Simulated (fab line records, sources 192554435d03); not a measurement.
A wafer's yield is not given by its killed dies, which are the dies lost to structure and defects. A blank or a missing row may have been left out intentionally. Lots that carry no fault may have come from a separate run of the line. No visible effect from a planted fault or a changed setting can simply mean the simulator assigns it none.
Matching of chambers    flow n5Finfet    N5_GATE_CUT_HM_DEP_46 on pecvd-02 has 3 sister chambers
The step deposits SiO2 from TEOS/O2, target thk 130 nm, time 26.6 s. 6 wafers are shown with their chamber, then 8 later ones without.

WAFERS PAIRED WITH THEIR CHAMBERS
wafer   chamber  throttleValvePct (%)  showerheadPlenumPTorr (Torr)
L086.4  0        19.6                  8.354
L086.5  2        17.7                  8.317
L087.1  2        17.5                  8.324
L087.3  0        19.7                  8.355
L087.4  1        19.3                  8.335
L091.2  1        19.3                  8.332

WAFERS WITHOUT THEIR CHAMBER
wafer   throttleValvePct (%)  showerheadPlenumPTorr (Torr)
L091.3  17.3                  8.312
L091.6  19.8                  8.350
L095.2  17.5                  8.308
L095.3  19.6                  8.353
L095.6  17.4                  8.311
L097.1  17.8                  8.308
L097.3  19.2                  8.321
L097.4  19.2                  8.325

CHAMBER TAKEN BY EACH
wafer   from the rows above  in truth
L091.3  2                    2
L091.6  0                    0
L095.2  2                    2
L095.3  0                    0
L095.6  2                    2
L097.1  2                    2
L097.3  1                    1
L097.4  1                    1
Correct placement for 8 of the 8. Number that these rows cannot place: 0. Placed wrongly: 0.
How it was worked out, from the rows above alone: a wafer's distance from a chamber is the root of the sum, over the readings, of the square of ((its reading less the chamber's mean) divided by the reading's scatter). If the next closest chamber is less than 2 further off than the closest, the wafer can't be placed; otherwise it belongs to the closest. For every chamber, the mean is computed from those of its wafers that are shown. The scatter is the square root of a quotient: the sum, over the shown wafers, of each reading's squared deviation from its chamber's mean, divided by wafers minus chambers.
